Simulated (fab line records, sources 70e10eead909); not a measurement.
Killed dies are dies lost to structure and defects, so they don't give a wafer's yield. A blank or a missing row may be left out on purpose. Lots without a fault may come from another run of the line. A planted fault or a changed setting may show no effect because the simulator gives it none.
Chamber matching | flow nand_harc | NHARC_A_WL_FILL_CMP_12 on cmp-02: 4 sister chambers
The step polishes, t overpolish 30 s, target thk 100 nm. 8 wafers are shown with their chamber, then 10 later ones without.

WAFERS WITH THEIR CHAMBER
wafer  | chamber | motor_current_A (A) | time_to_endpoint_s (s)
L084.1 | 2       | 12.8                | 23.5
L084.6 | 3       | 11.1                | 20.7
L086.2 | 1       | 10.1                | 18.5
L086.6 | 1       | 11.0                | 18.8
L087.1 | 2       | 12.2                | 20.3
L087.5 | 0       | 10.5                | 18.7
L089.1 | 3       | 11.6                | 17.9
L089.2 | 0       | 10.8                | 15.2

WAFERS WITHOUT THEIR CHAMBER
wafer  | motor_current_A (A) | time_to_endpoint_s (s)
L089.4 | 13.0                | 20.9
L088.1 | 13.6                | 20.4
L088.4 | 11.2                | 21.6
L088.6 | 12.0                | 22.2
L091.4 | 10.3                | 21.7
L091.5 | 10.8                | 21.3
L091.6 | 10.5                | 21.7
L096.2 | 12.7                | 23.5
L096.5 | 10.9                | 21.1
L096.6 | 10.9                | 21.4

WHICH CHAMBER EACH WENT THROUGH
wafer  | from the rows above               | in truth
L089.4 | 2                                 | 2
L088.1 | 2                                 | 2
L088.4 | can't be placed: 3 or 1 or 0 or 2 | 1
L088.6 | can't be placed: 2 or 3           | 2
L091.4 | can't be placed: 1 or 0 or 3      | 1
L091.5 | can't be placed: 1 or 3 or 0      | 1
L091.6 | can't be placed: 1 or 3 or 0      | 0
L096.2 | 2                                 | 2
L096.5 | can't be placed: 3 or 1 or 0      | 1
L096.6 | can't be placed: 3 or 1 or 0      | 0
Placed correctly: 3 of 10. Can't be placed from these rows: 7 (the true chamber is among the candidates in 7). Placed wrongly: 0.
How it was worked out, from the rows above alone: a wafer's distance from a chamber is the root of the sum, over the readings, of the square of ((its reading less the chamber's mean) divided by the reading's scatter). The wafer belongs to the nearest chamber; if the next one is less than 2 further off, it can't be placed. A chamber's mean is the mean of its shown wafers. The scatter: the root of (the sum of the squares of (reading less its chamber's mean) over the shown wafers, divided by (wafers less chambers)).
